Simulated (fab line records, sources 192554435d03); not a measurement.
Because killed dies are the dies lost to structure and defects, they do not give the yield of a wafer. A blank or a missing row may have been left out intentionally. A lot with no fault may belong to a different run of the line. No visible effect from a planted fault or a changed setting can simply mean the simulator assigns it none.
fab line records    flow n5-finfet    part 2 of 2: steps 24 to 29 of 29
record lots=5  wafers=15  last-day=16
route steps=1938 shown BEOL_M12@1611
lots that met no fault: from a run of the same line without faults
start-h: hours from the record's opening day to when the first of the lot's shown wafers began    wait-h: hours from the lot's prior step to this one    " as in the row above    L1.1+2: a single row standing in for several wafers    - value missing, or start not given    * or withheld: withheld    < > ~ a bound
route shown NAME@n: a module of which the file shows steps, and the number in the route of the first    usual: average and standard deviation across the fault-free wafers    same: alike in all rows    chamber/n: place in a boat    sites: readings site by site    _std_site: the standard deviation of these    _edge_site: the outer-site mean with the inner-site mean subtracted    radius-mm: for every site, how far away it sits from the centre of the wafer    mask NAME#n: copy n    behind: the last tool/chamber to shape the wafer    hold: reason for holding the lot/hours on hold/outcome of the hold    device: which transistor (n, p or np) failed to switch    end of line: at the end of the route, the tests of the same wafers    where a step has no rows: the recipe by itself    killed: at the first sort, the dies lost to defects and structure; wafer yield is something else    map: shows each die of a wafer: x if killed, . if not, _ if none is there
set.NAME: the run value of the setting; set.NAME@STEP: its run value at that earlier step    model.NAME: the simulator's own value behind a step, which no gauge read
a table for each step, a row for each wafer; lots at some steps of the route
services: a tool's chamber out of use, with start hour (start-h, from the record's first day; less than 0 if before it), hours out, and reason
## steps
# step N5_BEOL_M12_INSPECT_30
# recipe mode=adi  inspect-instrument=macro
# usual raw-defect-count=1.8/1.4
lot.wafer  tool               chamber  start-h  wait-h  raw-defect-count
L077.1     defect-inspect-02  -        238.36   0.0     2
L077.3     "                  -        "        "       1
L077.6     "                  -        "        "       2
L076.2     defect-inspect-01  -        240.45   0.0     2
L076.5     "                  -        "        "       3
L076.6     "                  -        "        "       1
L080.2     defect-inspect-01  -        260.75   0.0     0
L080.3     "                  -        "        "       0
L080.4     "                  -        "        "       1
L082.2     defect-inspect-01  -        278.92   0.0     0
L082.3     "                  -        "        "       2
L082.5     "                  -        "        "       1
L094.3     defect-inspect-01  -        340.95   0.0     3
L094.4     "                  -        "        "       1
L094.5     "                  -        "        "       2
# step N5_BEOL_M12_DESCUM_33
# recipe chemistry=O2  time-s=7.9  source-power-w=50  bias-power-w=20  pressure-mtorr=20  rf-frequency-hz=2.712e+07  temp-c=40  o2-flow-sccm=225
# usual drypump-motor-current-A=5.7/0.52  oes-product-au=0.81/0.063  rf-vpp-V=243.2/1.4  showerhead-plenum-p-Torr=2.10/0.087  throttle-valve-pct=20.40/0.17
lot.wafer  tool         chamber  start-h  wait-h  drypump-motor-current-A  oes-product-au  rf-hours-counter-h  rf-vpp-V  showerhead-plenum-p-Torr  throttle-valve-pct
L077.1     rie-diel-01  2        238.39   0.0     6.4                      0.89            19                  242.6     2.03                      20.16
L077.3     "            1        "        "       5.3                      0.67            239                 242.3     2.06                      20.57
L077.6     "            3        "        "       5.7                      0.80            -                   242.6     2.03                      20.42
L076.2     rie-diel-02  1        240.49   0.0     5.6                      0.81            85                  243.6     2.12                      20.25
L076.5     "            2        "        "       5.8                      0.78            -                   243.8     2.22                      20.49
L076.6     "            3        "        "       4.7                      0.82            -                   242.9     2.02                      20.53
L080.2     rie-diel-01  3        260.95   0.2     5.7                      0.80            71                  243.0     2.03                      20.42
L080.3     "            2        "        "       6.4                      0.89            30                  241.7     2.03                      20.17
L080.4     "            2        "        "       6.4                      0.89            -                   242.2     2.03                      20.16
L082.2     rie-diel-02  0        278.95   0.0     5.8                      0.81            82                  242.7     2.10                      20.07
L082.3     "            1        "        "       5.6                      0.80            91                  243.3     2.12                      20.26
L082.5     "            0        "        "       5.8                      0.80            -                   242.9     2.10                      20.09
L094.3     rie-diel-02  2        341.00   0.0     5.7                      0.78            112                 244.8     2.22                      20.51
L094.4     "            0        "        "       5.8                      0.76            -                   242.7     2.09                      20.13
L094.5     "            2        "        "       5.8                      0.77            -                   244.2     2.22                      20.50
# step N5_BEOL_M12_ETCH_67
# recipe chemistry=CF4  target=SiARC  target-depth-a=1430  time-s=238.3  ion-energy-ev=80  pressure-mtorr=40  source-w=545  bias-w=36  Ar_flow_sccm=100  cf4-flow-sccm=100  ends=cleared
# usual drypump-motor-current-A=5.7/0.52  etch-rf-on-time-s=237/3.8  oes-product-au=0.69/0.054  rf-vpp-V=184.2/1.3  showerhead-plenum-p-Torr=2.15/0.077  throttle-valve-pct=15.58/0.15
lot.wafer  tool         chamber  start-h  wait-h  drypump-motor-current-A  etch-rf-on-time-s  oes-product-au  rf-hours-counter-h  rf-vpp-V  showerhead-plenum-p-Torr  throttle-valve-pct
L077.1     rie-diel-01  2        238.43   0.0     6.3                      237                0.77            19                  183.0     2.10                      15.42
L077.3     "            1        "        "       5.3                      241                0.58            239                 183.1     2.12                      15.86
L077.6     "            3        "        "       5.7                      242                0.71            -                   181.8     2.08                      15.59
L076.2     rie-diel-02  1        240.52   0.0     5.6                      233                0.70            85                  184.4     2.17                      15.43
L076.5     "            2        "        "       5.7                      237                0.67            -                   185.2     2.23                      15.43
L076.6     "            3        "        "       4.8                      237                0.68            -                   181.7     2.07                      15.73
L080.2     rie-diel-01  3        260.98   0.0     5.7                      239                0.69            71                  182.6     2.07                      15.62
L080.3     "            2        "        "       6.3                      237                0.75            30                  183.8     2.10                      15.45
L080.4     "            2        "        "       6.3                      236                0.75            -                   183.6     2.10                      15.43
L082.2     rie-diel-02  0        278.99   0.0     5.8                      234                0.69            82                  185.3     2.17                      15.38
L082.3     "            1        "        "       5.6                      236                0.69            91                  183.7     2.17                      15.45
L082.5     "            0        "        "       5.8                      236                0.70            -                   185.3     2.17                      15.37
L094.3     rie-diel-02  2        341.03   0.0     5.7                      236                0.67            112                 185.0     2.23                      15.45
L094.4     "            0        "        "       5.8                      236                0.66            -                   183.9     2.16                      15.44
L094.5     "            2        "        "       5.7                      238                0.67            -                   186.0     2.23                      15.45
# step N5_BEOL_M12_ETCH_68
# recipe chemistry=N2/H2  target=SOC  mask-material=SiARC  source-w=3000  bias-w=350  temp-c=40  time-s=285  ion-energy-ev=200  pressure-mtorr=30  n2-flow-sccm=200  h2-flow-sccm=200
# usual drypump-motor-current-A=5.7/0.52  oes-product-au=0.81/0.063  rf-vpp-V=524.1/2.8  showerhead-plenum-p-Torr=2.55/0.1  throttle-valve-pct=17.72/0.17
lot.wafer  tool         chamber  start-h  wait-h  drypump-motor-current-A  oes-product-au  rf-hours-counter-h  rf-vpp-V  showerhead-plenum-p-Torr  throttle-valve-pct
L077.1     rie-diel-01  2        238.58   0.1     6.4                      0.90            19                  523.7     2.48                      17.47
L077.3     "            1        "        "       5.3                      0.68            239                 522.1     2.51                      18.00
L077.6     "            3        "        "       5.7                      0.82            -                   521.2     2.47                      17.72
L076.2     rie-diel-02  1        240.67   0.1     5.6                      0.81            85                  525.8     2.57                      17.47
L076.5     "            2        "        "       5.7                      0.78            -                   527.1     2.68                      17.71
L076.6     "            3        "        "       4.8                      0.81            -                   520.2     2.45                      17.76
L080.2     rie-diel-01  3        261.13   0.1     5.7                      0.81            72                  521.4     2.46                      17.73
L080.3     "            2        "        "       6.4                      0.88            30                  522.7     2.48                      17.48
L080.4     "            2        "        "       6.4                      0.87            -                   521.8     2.48                      17.47
L082.2     rie-diel-02  0        279.13   0.1     5.8                      0.80            82                  526.4     2.59                      17.57
L082.3     "            1        "        "       5.6                      0.80            91                  525.2     2.57                      17.48
L082.5     "            0        "        "       5.8                      0.80            -                   524.7     2.59                      17.56
L094.3     rie-diel-02  2        341.18   0.1     5.8                      0.78            112                 526.8     2.68                      17.74
L094.4     "            0        "        "       5.8                      0.77            -                   522.9     2.58                      17.64
L094.5     "            2        "        "       5.7                      0.78            -                   526.4     2.68                      17.72
# step N5_BEOL_M12_STRIP_69
# recipe chemistry=N2/H2  temp-c=40  n2-flow-sccm=200  h2-flow-sccm=200  rf-frequency-hz=6e+07
lot.wafer   tool         chamber  start-h  wait-h
L077.1+3+6  rie-diel-01  2,1,3    238.75   0.1
L076.2+5+6  rie-diel-02  1,2,3    240.84   0.1
L080.2+3+4  rie-diel-01  3,2,2    261.30   0.1
L082.2+3+5  rie-diel-02  0,1,0    279.30   0.1
L094.3+4+5  rie-diel-02  2,0,2    341.35   0.1
# step N5_BEOL_M12_TRENCH_ETCH_34
# recipe chemistry=C4F8/O2/Ar  target=SiOC  target-depth-a=3189.5  mask-material=SOC  pressure-mtorr=30  source-w=3000  bias-w=700  Ar_flow_sccm=400  C4F8_flow_sccm=15  O2_flow_sccm=8  he-inner-torr=15  he-outer-torr=30  time-s=125.5  ion-energy-ev=250
# usual O2_flow_sccm=8.000/0.024  drypump-motor-current-A=5.7/0.52  he-outer-torr=30.00/0.055  oes-product-au=0.81/0.063  rf-vpp-V=666/3.4  showerhead-plenum-p-Torr=3.42/0.13  throttle-valve-pct=24.14/0.14
lot.wafer  tool         chamber  start-h  wait-h  O2_flow_sccm  drypump-motor-current-A  he-outer-torr  oes-product-au  rf-hours-counter-h  rf-vpp-V  showerhead-plenum-p-Torr  throttle-valve-pct
L077.1     rie-diel-01  2        238.76   0.0     7.993         6.3                      29.97          0.89            19                  663       3.34                      23.98
L077.3     "            1        "        "       8.012         5.3                      29.99          0.67            239                 665       3.37                      24.27
L077.6     "            3        "        "       8.027         5.7                      30.05          0.81            -                   663       3.31                      24.19
L076.2     rie-diel-02  1        240.85   0.0     8.003         5.6                      29.98          0.80            85                  667       3.43                      23.84
L076.5     "            2        "        "       8.003         5.8                      30.00          0.78            -                   669       3.57                      24.04
L076.6     "            3        "        "       8.043         4.7                      29.97          0.81            -                   663       3.29                      24.25
L080.2     rie-diel-01  3        261.31   0.0     7.986         5.7                      29.92          0.80            72                  663       3.31                      24.19
L080.3     "            2        "        "       8.025         6.3                      30.10          0.87            30                  663       3.33                      23.99
L080.4     "            2        "        "       8.007         6.4                      30.10          0.88            -                   666       3.33                      23.99
L082.2     rie-diel-02  0        279.31   0.0     8.010         5.8                      30.08          0.81            82                  666       3.47                      24.00
L082.3     "            1        "        "       8.003         5.6                      29.99          0.79            91                  667       3.42                      23.85
L082.5     "            0        "        "       8.022         5.9                      30.07          0.80            -                   667       3.47                      24.00
L094.3     rie-diel-02  2        341.36   0.0     8.045         5.8                      29.99          0.77            112                 669       3.56                      24.05
L094.4     "            0        "        "       8.011         5.8                      30.13          0.77            -                   666       3.45                      24.04
L094.5     "            2        "        "       8.018         5.8                      30.02          0.77            -                   670       3.56                      24.05
## services
tool             chamber  start-h  hours  kind
rie-diel-06      3        219.51   1.4    repair
krf-scanner-01   0        231.61   -      calibration
rie-diel-01      0        239.19   -      clean
rie-diel-01      0        239.19   -      consumable-replace:focus-ring
rie-diel-01      0        239.19   -      consumable-replace:showerhead
rie-diel-01      0        239.19   32.1   scheduled-down
rie-diel-01      0        239.19   32.1   vent-cycle
rie-diel-02      1        259.35   18.6   repair
krf-scanner-01   -        265.57   1.3    pm
rie-diel-01      1        271.35   -      clean
rie-diel-01      1        271.35   -      consumable-replace:focus-ring
rie-diel-01      1        271.35   14.4   scheduled-down
rie-diel-01      1        271.35   14.4   vent-cycle
litho-track-03   -        279.98   -      consumable-replace:filter
krf-scanner-01   -        284.16   4.0    pm
wet-bench-02     -        290.01   2.9    repair
plasma-asher-01  -        295.45   15.6   pm
krf-scanner-01   -        299.81   1.0    pm
plasma-asher-02  -        311.06   2.8    pm
krf-scanner-01   -        317.18   1.1    repair
rie-diel-02      3        329.31   13.5   repair
krf-scanner-01   -        333.29   1.8    repair
